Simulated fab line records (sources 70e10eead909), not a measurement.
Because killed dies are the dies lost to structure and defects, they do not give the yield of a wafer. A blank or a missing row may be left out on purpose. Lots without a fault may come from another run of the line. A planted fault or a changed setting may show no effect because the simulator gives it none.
fab line records || flow nand_harc
record: {"lots": 5, "wafers": 15, "last_day": 33}
route steps=1302 shown P_ZERO_WELL@44 END@1302
lots with no fault: from the same line, run without faults
start_h: hours from the record's first day to the start of the lot's first wafer shown || wait_h: hours since the lot's step before || " unchanged from the row above || L1.1+2: several wafers, shown together as one row || - no value, or no start given || * or withheld: withheld || < > ~ a bound
route shown NAME@n: a module of which the file shows steps, and the number in the route of the first || usual: mean and standard deviation over wafers with no fault || same: alike in all rows || chamber/n: place in a boat || sites: per-site readings || _std_site: the values' standard deviation || _edge_site: outer sites' mean less inner sites' || radius_mm: how far each site lies from the wafer's centre || mask NAME#n: copy n || behind: tool/chamber where the wafer was last shaped || hold: cause of the lot's hold/its duration in hours/its outcome || device: which transistor (n, p or np) failed to switch || end of line: the tests these same wafers got at the end of their route || a step given without rows: its recipe and nothing more || killed: count of dies lost to structure and defects at first sort (not the wafer's yield) || map: per-die view of a wafer (x killed, . not killed, _ where there is no die)
set.NAME: the run value of the setting; set.NAME@STEP: its run value at that earlier step || model.NAME: the simulator's own value behind a step, which no gauge read
a table for each step, a row for each wafer; lots at some steps of the route
services: when a tool's chamber went out of use (start_h, in hours from the record's first day, below 0 if earlier), for how many hours, and the reason
== steps ==
step: NHARC_P_ZERO_WELL_CD_MEAS_37
recipe: {"target_cd_nm": 720, "landing_energy_ev": 500}
usual: {"cd_nm": "719.8/1.5"}
{"lot.wafer": "L622.3", "tool": "cd_sem-01", "chamber": 0, "start_h": 64.25, "wait_h": "-", "cd_nm": 720.5}
{"lot.wafer": "L622.4", "tool": "cd_sem-01", "chamber": 0, "start_h": 64.25, "wait_h": "-", "cd_nm": 721.1}
{"lot.wafer": "L622.6", "tool": "cd_sem-01", "chamber": 0, "start_h": 64.25, "wait_h": "-", "cd_nm": 718.1}
{"lot.wafer": "L626.2", "tool": "cd_sem-03", "chamber": 0, "start_h": 104.40, "wait_h": "-", "cd_nm": 720.7}
{"lot.wafer": "L626.3", "tool": "cd_sem-03", "chamber": 0, "start_h": 104.40, "wait_h": "-", "cd_nm": 719.6}
{"lot.wafer": "L626.6", "tool": "cd_sem-03", "chamber": 0, "start_h": 104.40, "wait_h": "-", "cd_nm": 720.6}
{"lot.wafer": "L636.1", "tool": "cd_sem-01", "chamber": 0, "start_h": 204.23, "wait_h": "-", "cd_nm": 720.0}
{"lot.wafer": "L636.3", "tool": "cd_sem-01", "chamber": 0, "start_h": 204.23, "wait_h": "-", "cd_nm": 718.7}
{"lot.wafer": "L636.4", "tool": "cd_sem-01", "chamber": 0, "start_h": 204.23, "wait_h": "-", "cd_nm": 720.3}
{"lot.wafer": "L637.2", "tool": "cd_sem-03", "chamber": 0, "start_h": 214.17, "wait_h": "-", "cd_nm": 719.9}
{"lot.wafer": "L637.3", "tool": "cd_sem-03", "chamber": 0, "start_h": 214.17, "wait_h": "-", "cd_nm": 718.0}
{"lot.wafer": "L637.4", "tool": "cd_sem-03", "chamber": 0, "start_h": 214.17, "wait_h": "-", "cd_nm": 718.1}
{"lot.wafer": "L638.2", "tool": "cd_sem-01", "chamber": 0, "start_h": 224.09, "wait_h": "-", "cd_nm": 719.5}
{"lot.wafer": "L638.4", "tool": "cd_sem-01", "chamber": 0, "start_h": 224.09, "wait_h": "-", "cd_nm": 719.6}
{"lot.wafer": "L638.5", "tool": "cd_sem-01", "chamber": 0, "start_h": 224.09, "wait_h": "-", "cd_nm": 719.4}
step: NHARC_P_ZERO_WELL_HARDBAKE_38
recipe: {"temp_c": 125, "time_s": 80}
step: NHARC_P_ZERO_WELL_DESCUM_39
recipe: {"time_s": 3, "o2_flow_sccm": 200, "ar_flow_sccm": 0, "bias_power_w": 0, "chemistry": "O2"}
usual: {"chamber_pressure_mTorr": "59.99/0.053", "drypump_motor_current_A": "5.8/0.39", "oes_product_au": "1.002/0.0098", "rf_vpp_V": "57.8/0.82", "showerhead_plenum_p_Torr": "1.92/0.07", "throttle_valve_pct": "11.311/0.0088"}
{"lot.wafer": "L622.3", "tool": "rie_diel-03", "chamber": 2, "start_h": 64.41, "wait_h": "-", "chamber_pressure_mTorr": 60.05, "drypump_motor_current_A": 5.0, "oes_product_au": 1.010, "rf_hours_counter_h": 35, "rf_vpp_V": 57.1, "showerhead_plenum_p_Torr": 1.95, "throttle_valve_pct": 11.330}
{"lot.wafer": "L622.4", "tool": "rie_diel-03", "chamber": 0, "start_h": 64.41, "wait_h": "-", "chamber_pressure_mTorr": 59.95, "drypump_motor_current_A": 6.5, "oes_product_au": 0.987, "rf_hours_counter_h": 35, "rf_vpp_V": 59.4, "showerhead_plenum_p_Torr": 2.02, "throttle_valve_pct": 11.297}
{"lot.wafer": "L622.6", "tool": "rie_diel-03", "chamber": 3, "start_h": 64.41, "wait_h": "-", "chamber_pressure_mTorr": 60.11, "drypump_motor_current_A": 5.9, "oes_product_au": 0.989, "rf_hours_counter_h": "-", "rf_vpp_V": 57.8, "showerhead_plenum_p_Torr": 1.80, "throttle_valve_pct": 11.312}
{"lot.wafer": "L626.3", "tool": "rie_diel-12", "chamber": 2, "start_h": 104.57, "wait_h": "-", "chamber_pressure_mTorr": 59.98, "drypump_motor_current_A": 5.6, "oes_product_au": 0.997, "rf_hours_counter_h": 0, "rf_vpp_V": 56.8, "showerhead_plenum_p_Torr": 1.96, "throttle_valve_pct": 11.307}
{"lot.wafer": "L626.2", "tool": "rie_diel-12", "chamber": 3, "start_h": 104.57, "wait_h": "-", "chamber_pressure_mTorr": 59.96, "drypump_motor_current_A": 6.1, "oes_product_au": 1.014, "rf_hours_counter_h": 0, "rf_vpp_V": 57.9, "showerhead_plenum_p_Torr": 1.83, "throttle_valve_pct": 11.306}
{"lot.wafer": "L626.6", "tool": "rie_diel-12", "chamber": 2, "start_h": 104.57, "wait_h": "-", "chamber_pressure_mTorr": 59.95, "drypump_motor_current_A": 5.6, "oes_product_au": 1.001, "rf_hours_counter_h": "-", "rf_vpp_V": 57.7, "showerhead_plenum_p_Torr": 1.96, "throttle_valve_pct": 11.317}
{"lot.wafer": "L636.4", "tool": "rie_diel-12", "chamber": 0, "start_h": 204.38, "wait_h": "-", "chamber_pressure_mTorr": 59.94, "drypump_motor_current_A": 6.2, "oes_product_au": 1.019, "rf_hours_counter_h": 33, "rf_vpp_V": 58.4, "showerhead_plenum_p_Torr": 1.86, "throttle_valve_pct": 11.322}
{"lot.wafer": "L636.3", "tool": "rie_diel-12", "chamber": 1, "start_h": 204.38, "wait_h": "-", "chamber_pressure_mTorr": 60.04, "drypump_motor_current_A": 6.2, "oes_product_au": 1.002, "rf_hours_counter_h": 28, "rf_vpp_V": 58.0, "showerhead_plenum_p_Torr": 1.95, "throttle_valve_pct": 11.303}
{"lot.wafer": "L636.1", "tool": "rie_diel-12", "chamber": 2, "start_h": 204.38, "wait_h": "-", "chamber_pressure_mTorr": 59.89, "drypump_motor_current_A": 5.6, "oes_product_au": 1.017, "rf_hours_counter_h": 29, "rf_vpp_V": 57.3, "showerhead_plenum_p_Torr": 1.95, "throttle_valve_pct": 11.307}
{"lot.wafer": "L637.3", "tool": "rie_diel-05", "chamber": 3, "start_h": 214.33, "wait_h": "-", "chamber_pressure_mTorr": 59.92, "drypump_motor_current_A": 5.7, "oes_product_au": 0.988, "rf_hours_counter_h": 51, "rf_vpp_V": 58.8, "showerhead_plenum_p_Torr": 1.99, "throttle_valve_pct": 11.319}
{"lot.wafer": "L637.2", "tool": "rie_diel-05", "chamber": 0, "start_h": 214.33, "wait_h": "-", "chamber_pressure_mTorr": 60.00, "drypump_motor_current_A": 5.7, "oes_product_au": 0.993, "rf_hours_counter_h": 55, "rf_vpp_V": 58.1, "showerhead_plenum_p_Torr": 1.91, "throttle_valve_pct": 11.301}
{"lot.wafer": "L637.4", "tool": "rie_diel-05", "chamber": 2, "start_h": 214.33, "wait_h": "-", "chamber_pressure_mTorr": 60.04, "drypump_motor_current_A": 5.3, "oes_product_au": 1.002, "rf_hours_counter_h": 47, "rf_vpp_V": 57.9, "showerhead_plenum_p_Torr": 1.93, "throttle_valve_pct": 11.315}
{"lot.wafer": "L638.4", "tool": "rie_diel-12", "chamber": 3, "start_h": 224.26, "wait_h": "-", "chamber_pressure_mTorr": 60.13, "drypump_motor_current_A": 6.1, "oes_product_au": 1.009, "rf_hours_counter_h": 38, "rf_vpp_V": 56.2, "showerhead_plenum_p_Torr": 1.82, "throttle_valve_pct": 11.319}
{"lot.wafer": "L638.2", "tool": "rie_diel-12", "chamber": 1, "start_h": 224.26, "wait_h": "-", "chamber_pressure_mTorr": 59.96, "drypump_motor_current_A": 6.2, "oes_product_au": 1.002, "rf_hours_counter_h": 32, "rf_vpp_V": 58.2, "showerhead_plenum_p_Torr": 1.94, "throttle_valve_pct": 11.310}
{"lot.wafer": "L638.5", "tool": "rie_diel-12", "chamber": 3, "start_h": 224.26, "wait_h": "-", "chamber_pressure_mTorr": 60.04, "drypump_motor_current_A": 6.2, "oes_product_au": 1.007, "rf_hours_counter_h": "-", "rf_vpp_V": 58.1, "showerhead_plenum_p_Torr": 1.82, "throttle_valve_pct": 11.304}
step: NHARC_P_ZERO_WELL_IMPLANT_40
recipe: {"energy_kev": 300, "dose_cm2": 1e+13, "tilt_deg": 7}
step: NHARC_P_ZERO_WELL_IMPLANT_59
recipe: {"energy_kev": 120, "dose_cm2": 5e+12, "tilt_deg": 7}
step: NHARC_P_ZERO_WELL_IMPLANT_60
recipe: {"energy_kev": 30, "dose_cm2": 2e+12, "tilt_deg": 7}
step: NHARC_P_ZERO_WELL_STRIP_41
recipe: {"time_s": 840, "temp_c": 130, "chemistry": "SPM"}
step: NHARC_P_ZERO_WELL_DEHYDRATE_44
recipe: {"temp_c": 150, "time_s": 120}
step: NHARC_P_ZERO_WELL_HMDS_45
recipe: {"time_s": 30}
step: NHARC_P_ZERO_WELL_COAT_46
recipe: {"spin_rpm": "withheld"}
step: NHARC_P_ZERO_WELL_SOFTBAKE_47
recipe: {"temp_c": 122, "time_s": 95}
step: NHARC_P_ZERO_WELL_EBR_48
step: NHARC_P_ZERO_WELL_EXPOSE_49
recipe: {"na": 0.6, "target_cd_nm": 2000, "dose_mj": 22.64, "mask_id": "P_HVPW"}
usual: {"focus_offset_nm": "0.0/0.5"}
{"lot.wafer": "L622.3", "tool": "krf_scanner-02", "chamber": 0, "start_h": 65.73, "wait_h": "-", "mask": "P_HVPW#0", "focus_offset_nm": -0.6}
{"lot.wafer": "L622.4", "tool": "krf_scanner-02", "chamber": 0, "start_h": 65.73, "wait_h": "-", "mask": "P_HVPW#0", "focus_offset_nm": 0.0}
{"lot.wafer": "L622.6", "tool": "krf_scanner-02", "chamber": 0, "start_h": 65.73, "wait_h": "-", "mask": "P_HVPW#0", "focus_offset_nm": 0.1}
{"lot.wafer": "L626.2", "tool": "krf_scanner-01", "chamber": 0, "start_h": 105.88, "wait_h": "-", "mask": "P_HVPW_R1#0", "focus_offset_nm": 1.0}
{"lot.wafer": "L626.3", "tool": "krf_scanner-01", "chamber": 0, "start_h": 105.88, "wait_h": "-", "mask": "P_HVPW_R1#0", "focus_offset_nm": 0.0}
{"lot.wafer": "L626.6", "tool": "krf_scanner-01", "chamber": 0, "start_h": 105.88, "wait_h": "-", "mask": "P_HVPW_R1#0", "focus_offset_nm": 0.1}
{"lot.wafer": "L636.1", "tool": "krf_scanner-01", "chamber": 0, "start_h": 205.70, "wait_h": "-", "mask": "P_HVPW#0", "focus_offset_nm": 0.6}
{"lot.wafer": "L636.3", "tool": "krf_scanner-01", "chamber": 0, "start_h": 205.70, "wait_h": "-", "mask": "P_HVPW#0", "focus_offset_nm": 0.5}
{"lot.wafer": "L636.4", "tool": "krf_scanner-01", "chamber": 0, "start_h": 205.70, "wait_h": "-", "mask": "P_HVPW#0", "focus_offset_nm": -0.3}
{"lot.wafer": "L637.2", "tool": "krf_scanner-01", "chamber": 0, "start_h": 215.53, "wait_h": "-", "mask": "P_HVPW#0", "focus_offset_nm": 0.4}
{"lot.wafer": "L637.3", "tool": "krf_scanner-01", "chamber": 0, "start_h": 215.53, "wait_h": "-", "mask": "P_HVPW#0", "focus_offset_nm": -0.3}
{"lot.wafer": "L637.4", "tool": "krf_scanner-01", "chamber": 0, "start_h": 215.53, "wait_h": "-", "mask": "P_HVPW#0", "focus_offset_nm": 0.1}
{"lot.wafer": "L638.2", "tool": "krf_scanner-02", "chamber": 0, "start_h": 225.57, "wait_h": "-", "mask": "P_HVPW#0", "focus_offset_nm": -0.1}
{"lot.wafer": "L638.4", "tool": "krf_scanner-02", "chamber": 0, "start_h": 225.57, "wait_h": "-", "mask": "P_HVPW#0", "focus_offset_nm": -0.1}
{"lot.wafer": "L638.5", "tool": "krf_scanner-02", "chamber": 0, "start_h": 225.57, "wait_h": "-", "mask": "P_HVPW#0", "focus_offset_nm": -1.0}
step: NHARC_P_ZERO_WELL_PEB_50
recipe: {"peb_temp_c": 118, "peb_time_s": 85}
step: NHARC_P_ZERO_WELL_DEVELOP_51
recipe: {"time_s": 70}
step: NHARC_P_ZERO_WELL_CD_MEAS_52
recipe: {"target_cd_nm": 2000, "landing_energy_ev": 500}
usual: {"cd_nm": "2000.7/1.9"}
{"lot.wafer": "L622.3", "tool": "cd_sem-03", "chamber": 0, "start_h": 65.89, "wait_h": "-", "cd_nm": 2000.7}
{"lot.wafer": "L622.4", "tool": "cd_sem-03", "chamber": 0, "start_h": 65.89, "wait_h": "-", "cd_nm": 1998.5}
{"lot.wafer": "L622.6", "tool": "cd_sem-03", "chamber": 0, "start_h": 65.89, "wait_h": "-", "cd_nm": 1999.8}
{"lot.wafer": "L626.2", "tool": "cd_sem-03", "chamber": 0, "start_h": 106.04, "wait_h": "-", "cd_nm": 1988.3}
{"lot.wafer": "L626.3", "tool": "cd_sem-03", "chamber": 0, "start_h": 106.04, "wait_h": "-", "cd_nm": 1989.0}
{"lot.wafer": "L626.6", "tool": "cd_sem-03", "chamber": 0, "start_h": 106.04, "wait_h": "-", "cd_nm": 1990.3}
{"lot.wafer": "L636.1", "tool": "cd_sem-02", "chamber": 0, "start_h": 205.86, "wait_h": "-", "cd_nm": 2002.8}
{"lot.wafer": "L636.3", "tool": "cd_sem-02", "chamber": 0, "start_h": 205.86, "wait_h": "-", "cd_nm": 2000.3}
{"lot.wafer": "L636.4", "tool": "cd_sem-02", "chamber": 0, "start_h": 205.86, "wait_h": "-", "cd_nm": 2001.9}
{"lot.wafer": "L637.2", "tool": "cd_sem-02", "chamber": 0, "start_h": 215.69, "wait_h": "-", "cd_nm": 1996.0}
{"lot.wafer": "L637.3", "tool": "cd_sem-02", "chamber": 0, "start_h": 215.69, "wait_h": "-", "cd_nm": 1999.0}
{"lot.wafer": "L637.4", "tool": "cd_sem-02", "chamber": 0, "start_h": 215.69, "wait_h": "-", "cd_nm": 1997.1}
{"lot.wafer": "L638.2", "tool": "cd_sem-01", "chamber": 0, "start_h": 225.72, "wait_h": "-", "cd_nm": 1998.6}
{"lot.wafer": "L638.4", "tool": "cd_sem-01", "chamber": 0, "start_h": 225.72, "wait_h": "-", "cd_nm": 1997.6}
{"lot.wafer": "L638.5", "tool": "cd_sem-01", "chamber": 0, "start_h": 225.72, "wait_h": "-", "cd_nm": 1999.9}
step: NHARC_P_ZERO_WELL_HARDBAKE_53
recipe: {"temp_c": 125, "time_s": 80}
step: NHARC_P_ZERO_WELL_DESCUM_54
recipe: {"time_s": 3, "o2_flow_sccm": 200, "ar_flow_sccm": 0, "bias_power_w": 0, "chemistry": "O2"}
usual: {"chamber_pressure_mTorr": "60.00/0.047", "drypump_motor_current_A": "5.9/0.39", "oes_product_au": "1.004/0.0099", "rf_vpp_V": "57.8/0.83", "showerhead_plenum_p_Torr": "1.91/0.066", "throttle_valve_pct": "11.311/0.0093"}
{"lot.wafer": "L622.3", "tool": "rie_diel-12", "chamber": 0, "start_h": 66.06, "wait_h": "-", "chamber_pressure_mTorr": 60.00, "drypump_motor_current_A": 6.2, "oes_product_au": 1.019, "rf_hours_counter_h": 50, "rf_vpp_V": 58.4, "showerhead_plenum_p_Torr": 1.87, "throttle_valve_pct": 11.313, "model.P_ZERO_WELL.cd_nm": 2001}
{"lot.wafer": "L622.4", "tool": "rie_diel-12", "chamber": 1, "start_h": 66.06, "wait_h": "-", "chamber_pressure_mTorr": 59.96, "drypump_motor_current_A": 6.2, "oes_product_au": 1.016, "rf_hours_counter_h": 47, "rf_vpp_V": 57.5, "showerhead_plenum_p_Torr": 1.96, "throttle_valve_pct": 11.300, "model.P_ZERO_WELL.cd_nm": 1998}
{"lot.wafer": "L622.6", "tool": "rie_diel-12", "chamber": 2, "start_h": 66.06, "wait_h": "-", "chamber_pressure_mTorr": 60.05, "drypump_motor_current_A": 5.6, "oes_product_au": 1.011, "rf_hours_counter_h": "-", "rf_vpp_V": 58.0, "showerhead_plenum_p_Torr": 1.96, "throttle_valve_pct": 11.321, "model.P_ZERO_WELL.cd_nm": 1999}
{"lot.wafer": "L626.2", "tool": "rie_diel-05", "chamber": 2, "start_h": 106.21, "wait_h": "-", "chamber_pressure_mTorr": 59.93, "drypump_motor_current_A": 5.4, "oes_product_au": 1.005, "rf_hours_counter_h": 16, "rf_vpp_V": 58.3, "showerhead_plenum_p_Torr": 1.94, "throttle_valve_pct": 11.313, "model.P_ZERO_WELL.cd_nm": 1988}
{"lot.wafer": "L626.3", "tool": "rie_diel-05", "chamber": 3, "start_h": 106.21, "wait_h": "-", "chamber_pressure_mTorr": 59.95, "drypump_motor_current_A": 5.7, "oes_product_au": 0.996, "rf_hours_counter_h": 17, "rf_vpp_V": 59.1, "showerhead_plenum_p_Torr": 2.00, "throttle_valve_pct": 11.304, "model.P_ZERO_WELL.cd_nm": 1989}
{"lot.wafer": "L626.6", "tool": "rie_diel-05", "chamber": 1, "start_h": 106.21, "wait_h": "-", "chamber_pressure_mTorr": 59.87, "drypump_motor_current_A": 6.1, "oes_product_au": 1.004, "rf_hours_counter_h": "-", "rf_vpp_V": 57.2, "showerhead_plenum_p_Torr": 1.82, "throttle_valve_pct": 11.310, "model.P_ZERO_WELL.cd_nm": 1990}
{"lot.wafer": "L636.4", "tool": "rie_diel-12", "chamber": 1, "start_h": 206.03, "wait_h": "-", "chamber_pressure_mTorr": 60.00, "drypump_motor_current_A": 6.2, "oes_product_au": 1.001, "rf_hours_counter_h": 28, "rf_vpp_V": 57.0, "showerhead_plenum_p_Torr": 1.95, "throttle_valve_pct": 11.327, "model.P_ZERO_WELL.cd_nm": 2001}
{"lot.wafer": "L636.1", "tool": "rie_diel-12", "chamber": 2, "start_h": 206.03, "wait_h": "-", "chamber_pressure_mTorr": 60.05, "drypump_motor_current_A": 5.6, "oes_product_au": 1.017, "rf_hours_counter_h": 29, "rf_vpp_V": 57.1, "showerhead_plenum_p_Torr": 1.95, "throttle_valve_pct": 11.317, "model.P_ZERO_WELL.cd_nm": 2002}
{"lot.wafer": "L636.3", "tool": "rie_diel-12", "chamber": 3, "start_h": 206.03, "wait_h": "-", "chamber_pressure_mTorr": 59.95, "drypump_motor_current_A": 6.1, "oes_product_au": 1.007, "rf_hours_counter_h": 34, "rf_vpp_V": 58.1, "showerhead_plenum_p_Torr": 1.82, "throttle_valve_pct": 11.312, "model.P_ZERO_WELL.cd_nm": 2000}
{"lot.wafer": "L637.3", "tool": "rie_diel-12", "chamber": 0, "start_h": 215.84, "wait_h": "-", "chamber_pressure_mTorr": 59.93, "drypump_motor_current_A": 6.2, "oes_product_au": 1.012, "rf_hours_counter_h": 36, "rf_vpp_V": 57.5, "showerhead_plenum_p_Torr": 1.86, "throttle_valve_pct": 11.324, "model.P_ZERO_WELL.cd_nm": 1998}
{"lot.wafer": "L637.4", "tool": "rie_diel-12", "chamber": 2, "start_h": 215.84, "wait_h": "-", "chamber_pressure_mTorr": 59.96, "drypump_motor_current_A": 5.6, "oes_product_au": 0.997, "rf_hours_counter_h": 32, "rf_vpp_V": 58.5, "showerhead_plenum_p_Torr": 1.95, "throttle_valve_pct": 11.306, "model.P_ZERO_WELL.cd_nm": 1997}
{"lot.wafer": "L637.2", "tool": "rie_diel-12", "chamber": 3, "start_h": 215.84, "wait_h": "-", "chamber_pressure_mTorr": 59.97, "drypump_motor_current_A": 6.1, "oes_product_au": 0.991, "rf_hours_counter_h": 37, "rf_vpp_V": 58.0, "showerhead_plenum_p_Torr": 1.82, "throttle_valve_pct": 11.303, "model.P_ZERO_WELL.cd_nm": 1996}
{"lot.wafer": "L638.2", "tool": "rie_diel-12", "chamber": 1, "start_h": 225.89, "wait_h": "-", "chamber_pressure_mTorr": 60.04, "drypump_motor_current_A": 6.2, "oes_product_au": 0.994, "rf_hours_counter_h": 32, "rf_vpp_V": 57.2, "showerhead_plenum_p_Torr": 1.94, "throttle_valve_pct": 11.312, "model.P_ZERO_WELL.cd_nm": 1998}
{"lot.wafer": "L638.4", "tool": "rie_diel-12", "chamber": 3, "start_h": 225.89, "wait_h": "-", "chamber_pressure_mTorr": 60.03, "drypump_motor_current_A": 6.1, "oes_product_au": 0.998, "rf_hours_counter_h": 39, "rf_vpp_V": 58.6, "showerhead_plenum_p_Torr": 1.82, "throttle_valve_pct": 11.314, "model.P_ZERO_WELL.cd_nm": 1997}
{"lot.wafer": "L638.5", "tool": "rie_diel-12", "chamber": 1, "start_h": 225.89, "wait_h": "-", "chamber_pressure_mTorr": 59.99, "drypump_motor_current_A": 6.2, "oes_product_au": 1.001, "rf_hours_counter_h": "-", "rf_vpp_V": 57.6, "showerhead_plenum_p_Torr": 1.94, "throttle_valve_pct": 11.306, "model.P_ZERO_WELL.cd_nm": 1999}
step: NHARC_P_ZERO_WELL_IMPLANT_55
recipe: {"energy_kev": 180, "dose_cm2": 8e+11, "tilt_deg": 7}
step: NHARC_END_SORT_01
recipe: {"temp_c": 25}
usual: {"killed_at_array": "65/19", "killed_at_other": "0.9/1.1", "killed_at_periphery": "3.5/2.3", "killed_dies": "69/19", "killed_open": "3.2/1.8", "killed_short": "2.4/1.5"}
same: {"gross_dies": 677}
{"lot.wafer": "L626.2", "tool": "prober-01", "chamber": 0, "start_h": 640.74, "wait_h": 2.8, "killed_at_array": 68, "killed_at_other": 0, "killed_at_periphery": 6, "killed_dies": 74, "killed_open": 2, "killed_short": 1}
{"lot.wafer": "L626.6", "tool": "prober-01", "chamber": 0, "start_h": 643.94, "wait_h": 4.0, "killed_at_array": 64, "killed_at_other": 0, "killed_at_periphery": 5, "killed_dies": 69, "killed_open": 6, "killed_short": 2}
{"lot.wafer": "L636.4", "tool": "prober-01", "chamber": 0, "start_h": 763.83, "wait_h": 3.4, "killed_at_array": 90, "killed_at_other": 1, "killed_at_periphery": 3, "killed_dies": 94, "killed_open": 3, "killed_short": 4}
killed by level:class
L626.2 A_CHANNEL_HOLE_D1:chamber_film_flake=41 A_CHANNEL_HOLE_D2:chamber_film_flake=11 A_CONTACT:chamber_film_flake=7 P_GATE:chamber_film_flake=3 A_STAIRCASE:chamber_film_flake=3 P_M1:chamber_film_flake=2 A_DECK1_JOINT:chamber_film_flake=2 A_SLIT:chamber_film_flake=2
L626.6 A_CHANNEL_HOLE_D1:chamber_film_flake=28 A_CHANNEL_HOLE_D2:chamber_film_flake=15 A_STAIRCASE:chamber_film_flake=3 A_WL_FILL:chamber_film_flake=3 A_CONTACT:chamber_film_flake=3 P_ZERO_WELL:chamber_film_flake=2 A_DECK1_JOINT:chamber_film_flake=2 A_CHANNEL_FILL_D2:chamber_film_flake=2
L636.4 A_SLIT:chamber_film_flake=39 A_CHANNEL_HOLE_D1:chamber_film_flake=36 A_CONTACT:chamber_film_flake=5 A_CHANNEL_HOLE_D2:geometric_particle:short=2 A_STAIRCASE:chamber_film_flake=2 P_M0:geometric_particle:open=1 A_CHANNEL_HOLE_D1:geometric_particle:short=1 A_ONON_D2:geometric_particle:short=1
== services ==
{"tool": "rie_diel-12", "chamber": 0, "start_h": 47.15, "hours": "-", "kind": "clean"}
{"tool": "rie_diel-12", "chamber": 1, "start_h": 47.15, "hours": "-", "kind": "clean"}
{"tool": "rie_diel-12", "chamber": 2, "start_h": 47.15, "hours": "-", "kind": "clean"}
{"tool": "rie_diel-12", "chamber": 3, "start_h": 47.15, "hours": "-", "kind": "clean"}
{"tool": "rie_diel-05", "chamber": "-", "start_h": 52.68, "hours": 9.0, "kind": "pm"}
{"tool": "krf_scanner-02", "chamber": "-", "start_h": 65.97, "hours": 0.4, "kind": "repair"}
{"tool": "rie_diel-12", "chamber": 0, "start_h": 71.69, "hours": "-", "kind": "clean"}
{"tool": "rie_diel-12", "chamber": 1, "start_h": 71.69, "hours": "-", "kind": "clean"}
{"tool": "rie_diel-12", "chamber": 2, "start_h": 71.69, "hours": "-", "kind": "clean"}
{"tool": "rie_diel-12", "chamber": 3, "start_h": 71.69, "hours": "-", "kind": "clean"}
{"tool": "krf_scanner-02", "chamber": "-", "start_h": 73.71, "hours": 2.0, "kind": "repair"}
{"tool": "krf_scanner-01", "chamber": "-", "start_h": 78.64, "hours": 0.8, "kind": "repair"}
{"tool": "rie_diel-12", "chamber": "-", "start_h": 93.42, "hours": 9.0, "kind": "pm"}
{"tool": "rie_diel-12", "chamber": 0, "start_h": 93.42, "hours": 9.0, "kind": "vent_cycle"}
{"tool": "rie_diel-12", "chamber": 1, "start_h": 93.42, "hours": 9.0, "kind": "vent_cycle"}
{"tool": "krf_scanner-02", "chamber": "-", "start_h": 94.00, "hours": 4.0, "kind": "pm"}
{"tool": "rie_diel-03", "chamber": "-", "start_h": 105.33, "hours": 9.0, "kind": "pm"}
{"tool": "krf_scanner-02", "chamber": "-", "start_h": 109.88, "hours": 1.8, "kind": "repair"}
{"tool": "rie_diel-12", "chamber": "-", "start_h": 124.37, "hours": 0.7, "kind": "repair"}
{"tool": "krf_scanner-01", "chamber": "-", "start_h": 140.00, "hours": 4.0, "kind": "pm"}
{"tool": "rie_diel-12", "chamber": "-", "start_h": 163.55, "hours": 1.8, "kind": "repair"}
{"tool": "rie_diel-05", "chamber": 2, "start_h": 179.32, "hours": 6.6, "kind": "repair"}
{"tool": "rie_diel-05", "chamber": "-", "start_h": 180.99, "hours": 0.5, "kind": "repair"}
{"tool": "rie_diel-03", "chamber": 2, "start_h": 213.34, "hours": 8.4, "kind": "repair"}
== key ==
first_sign: {"step": "NHARC_P_ZERO_WELL_EXPOSE_49", "reading": "mask", "direction": "changed"}
effect: {"step": "NHARC_P_ZERO_WELL_CD_MEAS_52", "reading": "cd_nm", "direction": "down", "sigmas": 6, "usual": 2000.7, "struck": 1989.2}
model_effect: {"step": "NHARC_P_ZERO_WELL_DESCUM_54", "value": "P_ZERO_WELL.cd_nm", "without": 2002, "struck": 1989}
met_at NHARC_P_ZERO_WELL_EXPOSE_49
struck_wafers L626.2,L626.3,L626.6
tester_left_out L626
fault: {"kind": "wrong_mask", "tool": "any", "chamber": "-", "onset_h": 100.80, "steps": "NHARC_P_ZERO_WELL_EXPOSE_49", "aux_copy": "P_HVPW_R1#0", "cd_offset_nm": -13.458, "scope": "struck_lots_only"}
tester_left_out: of these lots the tester's yield and bins aren't shown, on N5 and GAA mostly nor the transistor test; their killed dies are dies lost to structure and defects alone, not to doping, threshold or leakage, so they don't give the yield
